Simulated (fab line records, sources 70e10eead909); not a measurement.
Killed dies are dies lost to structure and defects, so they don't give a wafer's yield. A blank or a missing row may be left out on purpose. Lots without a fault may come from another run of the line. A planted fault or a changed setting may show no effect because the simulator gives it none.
Chamber matching | flow nand_harc | NHARC_P_M0_DEP_32 on pecvd-01: 3 sister chambers
The step deposits SiCN, target thk 30 nm. 6 wafers are shown with their chamber, then 7 later ones without.

WAFERS WITH THEIR CHAMBER
wafer  | chamber | heater_power_outer_w (W) | heater_power_w (W)
L078.6 | 1       | 303                      | 566
L079.3 | 1       | 298                      | 585
L084.3 | 2       | 262                      | 481
L084.6 | 2       | 268                      | 493
L086.1 | 0       | 405                      | 679
L086.3 | 0       | 410                      | 686

WAFERS WITHOUT THEIR CHAMBER
wafer  | heater_power_outer_w (W) | heater_power_w (W)
L086.4 | 335                      | 579
L091.1 | 428                      | 734
L091.2 | 310                      | 577
L091.3 | 309                      | 579
L096.2 | 324                      | 586
L096.3 | 449                      | 739
L096.4 | 320                      | 592

WHICH CHAMBER EACH WENT THROUGH
wafer  | from the rows above | in truth
L086.4 | 1                   | 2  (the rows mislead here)
L091.1 | 0                   | 0
L091.2 | 1                   | 1
L091.3 | 1                   | 1
L096.2 | 1                   | 1
L096.3 | 0                   | 0
L096.4 | 1                   | 1
Placed correctly: 6 of 7. Can't be placed from these rows: 0. Placed wrongly: 1.
How it was worked out, from the rows above alone: a wafer's distance from a chamber is the root of the sum, over the readings, of the square of ((its reading less the chamber's mean) divided by the reading's scatter). The wafer belongs to the nearest chamber; if the next one is less than 2 further off, it can't be placed. A chamber's mean is the mean of its shown wafers. The scatter: the root of (the sum of the squares of (reading less its chamber's mean) over the shown wafers, divided by (wafers less chambers)).
